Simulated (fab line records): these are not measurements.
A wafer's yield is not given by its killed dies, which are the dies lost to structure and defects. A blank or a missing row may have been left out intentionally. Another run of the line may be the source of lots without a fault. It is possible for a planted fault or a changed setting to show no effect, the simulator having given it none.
Which tool was responsible? :: flow n5 finfet :: 12 lots (36 wafers sampled), 1 step of a 1938-step route

== WHAT THE GAUGES READ, wafer by wafer ==
N5_ZERO_LAYER_CD_MEAS_11 targets a cd of 2000 nm.
lot: L075
measured: day 1 18:46
on: cd sem-02
cd nm (nm): 2001.0 2001.3 2002.4

lot: L077
measured: day 2 06:47
on: cd sem-02
cd nm (nm): 2003.5 2000.5 2002.2

lot: L079
measured: day 2 18:46
on: cd sem-02
cd nm (nm): 2000.8 2001.4 1997.7

lot: L081
measured: day 3 06:40
on: cd sem-03
cd nm (nm): 2000.5 2001.2 2001.9

lot: L083
measured: day 3 18:40
on: cd sem-01
cd nm (nm): 1999.8 1999.7 2001.6

lot: L085
measured: day 4 06:46
on: cd sem-02
cd nm (nm): 2002.7 2002.7 2002.6

lot: L087
measured: day 4 18:40
on: cd sem-03
cd nm (nm): 2000.7 2002.1 2002.4

lot: L089
measured: day 5 06:46
on: cd sem-03
cd nm (nm): 1998.0 1998.8 1997.5

lot: L091
measured: day 5 18:38
on: cd sem-01
cd nm (nm): 2001.6 2001.3 2001.3

lot: L093
measured: day 6 06:46
on: cd sem-01
cd nm (nm): 1998.9 1999.9 1999.0

lot: L095
measured: day 6 18:46
on: cd sem-02
cd nm (nm): 2001.0 1999.8 2000.4

lot: L097
measured: day 7 06:38
on: cd sem-03
cd nm (nm): 1999.9 1999.4 1998.6

== EACH LOT AND THE TOOL THAT RAN IT (in order: tool; ch and the chambers of the sampled wafers; start) ==
Before these readings, the record contains no process step.

== THE ANSWER, worked out from the rows above alone ==
Rule: the usual values come from the lots themselves. The widest of any qualifying gaps counts: lots, ordered by their means at a reading, are off when they make up no more than a third of the lots, leave a main group of 4 or more, and stand apart from it by 3 or more times the standard deviation of that group's means. The tables above print the reading to a certain number of digits; a main group whose means all agree to those digits is not used. Also off: a lot with no number at a reading for which 4 or more lots have one. All remaining lots with rows at the step are treated as sound.
No lot is off at any reading shown: from this, nothing can be told.

== WHAT WAS PUT IN BY THE SIMULATOR ==
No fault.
